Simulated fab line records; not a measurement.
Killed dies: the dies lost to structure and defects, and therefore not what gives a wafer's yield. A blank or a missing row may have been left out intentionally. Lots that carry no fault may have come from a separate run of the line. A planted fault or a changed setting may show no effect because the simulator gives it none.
Comparing a struck lot with a sound one | flow nandHarc | 13 out of 1302 route steps
Sound: these wafers, L353.1, L353.3, L353.4. Struck: wafers L356.1, L356.4, L356.6. The cause is given at the end.
Per side, at each step with rows, come the tool, then ch with its chambers, and then its first start. Under that, the readings that differ: sound wafers | struck wafers | difference of the means | sigmas: that difference in standard deviations of wafers without a fault.
alike: readings with means less than 2 such deviations apart, plus words and numbers identical on both sides. not compared: withheld readings, readings lacking a value on some wafer, bounds such as >300 that could conceal the same value, and numbers that have no deviation in the record and whose values overlap.
The two part at a step that has a row with sigmas, a row that says differs or no value, or rows on one side only. Numbers that don't overlap but have no deviation are shown without sigmas and don't part them. A reading missing from all wafers of one side parts the sides only when that side holds two or more wafers.

NHARC_P_CONTACT_CMP_24: polishes, t overpolish 30 s, target thk 200 nm.
  sound on cmp-03 ch 0,2,3, day 8 02:54; struck on cmp-03 ch 0,3, day 9 09:11
  alike: motorCurrentA, overpolishRunS, timeToEndpointS
following that, these wafers have no rows for 1 step: NHARC_P_CONTACT_SRD_26.
NHARC_P_CONTACT_INSPECT_27:
  sound: defectInspect-01 at day 8 03:18; struck: defectInspect-01 at day 9 09:33
  alike: rawDefectCount
then, 8 steps without rows for these wafers: NHARC_P_M0_DEP_00 (deposits SiOC, target thk 150 nm); NHARC_P_M0_DEHYDRATE_01 (time 120 s); NHARC_P_M0_HMDS_02 (time 30 s); NHARC_P_M0_COAT_33 (time 65 s); NHARC_P_M0_COAT_03 (resist thk 90 nm); NHARC_P_M0_SOFTBAKE_04 (time 55 s); NHARC_P_M0_EBR_05; NHARC_P_M0_EXPOSE_06 (exposes mask P M0, target cd 90 nm).
NHARC_P_M0_PEB_07: peb time 65 s.
  sound on lithoTrack-04 ch 0, day 8 03:59; struck on lithoTrack-01 ch 0, day 9 10:22
reading               | sound             | struck            | difference | sigmas
heaterPowerTotalW (W) | 156.4 156.1 156.8 | 138.9 139.6 139.4 | -17.1      | -42
plateTempC (C)        | 99.78 99.93 99.83 | 92.08 92.14 92.14 | -7.73      | -64
then, 1 step without rows for these wafers: NHARC_P_M0_DEVELOP_08 (develop time 35 s).

== WHERE THEY PART ==
At NHARC_P_M0_PEB_07 and nowhere else, as far as this record goes.

WHY: the cause the simulator had injected
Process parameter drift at NHARC_P_M0_PEB_07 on lithoTrack-01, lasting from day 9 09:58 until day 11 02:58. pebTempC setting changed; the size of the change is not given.
